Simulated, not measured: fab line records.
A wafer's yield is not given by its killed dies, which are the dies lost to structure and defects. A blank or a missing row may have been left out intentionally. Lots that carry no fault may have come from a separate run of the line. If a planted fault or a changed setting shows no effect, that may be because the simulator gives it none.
8D (eight disciplines) problem report, filled in by code / flow n5-finfet / the parts of the form that need people (team, actions taken, sign-off) are left out

## 1. PROBLEM STATEMENT
etch-rf-on-time-s at N5_PASSIVATION_VIA_ETCH_13 reads a mean of 159 s on 2 wafers of 2 lots; wafers without a fault read 236 s with a standard deviation of 4.1. Measured from the usual mean, that is -19 standard deviations.
The step: etches SiO2 in CHF3/O2, target depth 660 nm, time 330 s.
The first sign was on wafer L434.2 at day 15 08:28, on rie-diel-03. Wafers with a number at this step in the record: 31, from 11 lots. By rule, "out" or "out of limits" means more than 4 standard deviations away from the usual mean. Any other wafer with a number is counted as sound.

## 2. WHAT THIS IS AND IS NOT
question=which readings at this step | is=etch-rf-on-time-s | is not=chamber-pressure-mTorr, drypump-motor-current-A, rf-vpp-V, showerhead-plenum-p-Torr, throttle-valve-pct
question=which lots | is=L434, L437 | is not=L424, L427, L429, L430, L431, L432, L442, L444, L446
question=which wafers of those lots | is=L434.2, L437.6 | is not=L434.3, L437.3
question=read on which tools | is=rie-diel-03 | is not=rie-diel-02
question=when | is=from day 15 08:28 | is not=up to then (19 sound wafers); but 10 sound wafers of L437, L442, L444, L446 came after

## 3. SUSPECTS, AND WHAT RULES EACH OUT
Counting: a tool at a process step up to the reading stays a suspect if it ran every lot that is out. Sound lots after the first of them don't rule it out here, since some wafers of a struck lot are sound.
- rie-diel-03 at N5_PASSIVATION_VIA_ETCH_13 (etches SiO2 in CHF3/O2, target depth 660 nm, time 330 s): kept. Every lot that is out went through it, the first being L434 (day 15 08:28); the last sound lot it ran before that was L431 (day 14 03:15). Out on those wafers are its own readings of etch-rf-on-time-s.
- Within rie-diel-03 at N5_PASSIVATION_VIA_ETCH_13: the wafers that are out ran in chambers 0, 1; their sound lot-mates ran in chambers 2, 3.
Left after counting: rie-diel-03 at N5_PASSIVATION_VIA_ETCH_13.

## 4. THE CAUSE (what the simulator had put in)
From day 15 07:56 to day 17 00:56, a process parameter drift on rie-diel-03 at N5_PASSIVATION_VIA_ETCH_13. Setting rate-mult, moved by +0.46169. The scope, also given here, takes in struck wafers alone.
After counting, this tool was the only one left.

## 5. THE CHAIN OF EFFECTS, in route order
Rows list readings where the struck wafers' mean (over those with a number) sits beyond 3 standard deviations from the usual. Only readings for which the record gives a usual standard deviation are gone through. hours: the time from each lot's start at the first step in this table that gives one to its start at this step, as a median over the lots. sigmas: the change in usual standard deviations.
hours=0; step=N5_PASSIVATION_VIA_ETCH_13; reading=etch-rf-on-time-s; usual=236 s; on struck wafers=159; change=-77; sigmas=-19
Process steps it contains:
- N5_PASSIVATION_VIA_ETCH_13: etches SiO2 in CHF3/O2, target depth 660 nm, time 330 s.

## 6. WHAT WOULD HAVE CAUGHT IT SOONER
In this record the first reading out of limits was taken at day 15 08:28, 1 hour after the fault began at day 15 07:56.
